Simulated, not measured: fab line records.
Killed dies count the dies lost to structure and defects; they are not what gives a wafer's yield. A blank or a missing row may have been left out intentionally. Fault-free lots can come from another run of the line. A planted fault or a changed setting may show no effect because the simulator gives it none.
Comparing a struck lot with a sound one :: flow nand-harc :: 14 out of 1159 route steps
Sound: the wafers L864.3, L864.4, L864.6. The struck wafers were L868.1, L868.2, L868.6. At the end, the cause is stated.
Order at every step that has rows: each side's tool, ch and its chambers, its first start. Under that, the readings that differ: sound wafers :: struck wafers :: difference of the means :: sigmas: that difference in standard deviations of wafers without a fault.
alike: readings whose means differ by less than 2 such deviations, and words and numbers that are the same on both sides. not compared: withheld readings, readings that some wafer has no value for, bounds like >300 that may hide the same value, and numbers for which the record gives no deviation and whose values overlap.
A row with sigmas, a row that says differs or no value, or rows on one side alone: a step with any of these is where the two part. Non-overlapping numbers with no deviation appear without sigmas and do not part them. A reading missing from all wafers of one side parts the sides only when that side holds two or more wafers.

NHARC_A_CONTACT_ETCH_106: etches the open film in CF4/O2, target depth 60 nm, overetch 6 nm, time 33 s.
  sound on rie-diel-03 ch 1,3, day 19 04:26; struck on rie-diel-08 ch 0,1, day 20 08:36
  alike: drypump-motor-current-A, oes_ar_750_au, oes-product-au, rf-vpp-V, showerhead-plenum-p-Torr, throttle-valve-pct
  not compared: rf-hours-counter-h
NHARC_A_CONTACT_STRIP_82: strips in O2.
  sound: rie-diel-03 ch 0,1,3; struck: rie-diel-08 ch 0,3
  alike: drypump-motor-current-A, oes-product-au, rf-vpp-V, showerhead-plenum-p-Torr, throttle-valve-pct
  not compared: rf-hours-counter-h
then, 1 step without rows for these wafers: NHARC_A_CONTACT_STRIP_83 (strips in post etch residue remover, time 600 s).
NHARC_A_CONTACT_DEP_84: deposits aC, target thk 2000 nm.
  sound on acl-dep-02 ch 0, day 19 05:52; struck on acl-dep-02 ch 0, day 20 09:19
  alike: throttle-valve-pct
NHARC_A_CONTACT_DEP_85: deposits SiON, target thk 50 nm.
  sound on pecvd-04 ch 0,1,2, day 19 06:43; struck on pecvd-02 ch 0,1,2, day 20 10:34
  alike: chamber-pressure-Torr, heater-power-w, showerhead-vpp-V
then, 7 steps without rows for these wafers: NHARC_A_CONTACT_DEHYDRATE_00 (time 120 s); NHARC_A_CONTACT_HMDS_01 (time 30 s); NHARC_A_CONTACT_COAT_86 (time 75 s); NHARC_A_CONTACT_COAT_87 (time 65 s); NHARC_A_CONTACT_COAT_02 (resist thk 90 nm); NHARC_A_CONTACT_SOFTBAKE_03 (time 55 s); NHARC_A_CONTACT_EBR_04.
NHARC_A_CONTACT_EXPOSE_05: exposes mask A CC.
  struck on arfi-scanner-02, day 20 11:01; sound on arfi-scanner-01 ch 0, day 19 07:21
  no value came back on the struck wafers for exposure-dose-mJ-cm2, focus-offset-nm (nm); on the sound wafers exposure-dose-mJ-cm2 reads 84.21 84.31 84.17
  alike: mask
then, 1 step without rows for these wafers: NHARC_A_CONTACT_PEB_06 (peb time 65 s).

WHERE THEY PART
NHARC_A_CONTACT_EXPOSE_05 only, going by this record.

WHY: the cause the simulator had injected
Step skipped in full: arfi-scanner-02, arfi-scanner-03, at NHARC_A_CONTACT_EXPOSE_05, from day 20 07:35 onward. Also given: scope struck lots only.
